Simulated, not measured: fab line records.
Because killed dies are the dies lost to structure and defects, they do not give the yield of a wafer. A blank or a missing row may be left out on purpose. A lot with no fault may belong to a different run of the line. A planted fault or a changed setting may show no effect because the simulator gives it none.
The tool behind it: which one? || flow nandHarc || 6 lots, 18 wafers sampled, at 3 steps of a route of 1302

## WHAT EACH GAUGE READ, for each wafer
NHARC_P_GATE_CD_MEAS_26 targets a cd of 120 nm.
{"lot": "L368", "measured": "day 6 10:55", "on": "cdSem-01", "cdNm (nm)": "120.0 119.7 120.3"}
{"lot": "L372", "measured": "day 8 09:32", "on": "cdSem-03", "cdNm (nm)": "120.0 119.3 118.7"}
{"lot": "L374", "measured": "day 8 23:14", "on": "cdSem-02", "cdNm (nm)": "93.3 92.4 92.2 93.7 92.5 92.4"}
{"lot": "L384", "measured": "day 12 19:47", "on": "cdSem-03", "cdNm (nm)": "119.6 119.9 120.2"}
{"lot": "L386", "measured": "day 14 00:34", "on": "cdSem-02", "cdNm (nm)": "119.8 120.7 119.8"}
{"lot": "L388", "measured": "day 14 11:18", "on": "cdSem-01", "cdNm (nm)": "120.6 120.4 121.2"}

## WHICH TOOL RAN EACH LOT (tool, then ch and the chambers of the sampled wafers, then the start)
{"lot": "L368", "NHARC_P_GATE_DESCUM_13": "rieDiel-06 ch 1,2,3, day 5 18:50", "NHARC_P_GATE_EXPOSE_23": "arfiScanner-03 ch 0, day 6 10:47"}
{"lot": "L372", "NHARC_P_GATE_DESCUM_13": "rieDiel-09 ch 0,2,3, day 7 15:16", "NHARC_P_GATE_EXPOSE_23": "arfiScanner-02 ch 0, day 8 09:23"}
{"lot": "L374", "NHARC_P_GATE_DESCUM_13": "rieDiel-10 ch 0,3, day 8 08:23", "NHARC_P_GATE_EXPOSE_23": "arfiScanner-03 ch 0, day 8 23:06"}
{"lot": "L384", "NHARC_P_GATE_DESCUM_13": "rieDiel-09 ch 0,2, day 12 05:57", "NHARC_P_GATE_EXPOSE_23": "arfiScanner-03 ch 0, day 12 19:39"}
{"lot": "L386", "NHARC_P_GATE_DESCUM_13": "rieDiel-10 ch 0,2,3, day 13 04:27", "NHARC_P_GATE_EXPOSE_23": "arfiScanner-03 ch 0, day 14 00:26"}
{"lot": "L388", "NHARC_P_GATE_DESCUM_13": "rieDiel-10 ch 1,2, day 13 18:22", "NHARC_P_GATE_EXPOSE_23": "arfiScanner-01 ch 0, day 14 11:10"}
- NHARC_P_GATE_DESCUM_13: chemistry O2, time 3 s.
- NHARC_P_GATE_EXPOSE_23: exposes mask P GATE, target cd 120 nm.

## THE ANSWER, worked out from the rows above alone
Rule: what is usual is taken from the lots themselves. The widest of any qualifying gaps counts: lots, ordered by their means at a reading, are off when they make up no more than a third of the lots, leave a main group of 4 or more, and stand apart from it by 3 or more times the standard deviation of that group's means. The tables above print the reading to a certain number of digits; a main group whose means all agree to those digits is not used. Also off: a lot with no number at a reading for which 4 or more lots have one. All remaining lots with rows at the step are treated as sound.
Off: L374 (NHARC_P_GATE_CD_MEAS_26, cdNm). For the main group the mean is 120.0 nm and the standard deviation 0.45.
If a tool, at a process step before that reading, ran all the lots that are off and no sound lot after the first of them, it fits. Gauges at NHARC_P_GATE_CD_MEAS_26: tried the same way as those tools. No candidate that was tried fits.

## WHAT WAS PUT IN BY THE SIMULATOR
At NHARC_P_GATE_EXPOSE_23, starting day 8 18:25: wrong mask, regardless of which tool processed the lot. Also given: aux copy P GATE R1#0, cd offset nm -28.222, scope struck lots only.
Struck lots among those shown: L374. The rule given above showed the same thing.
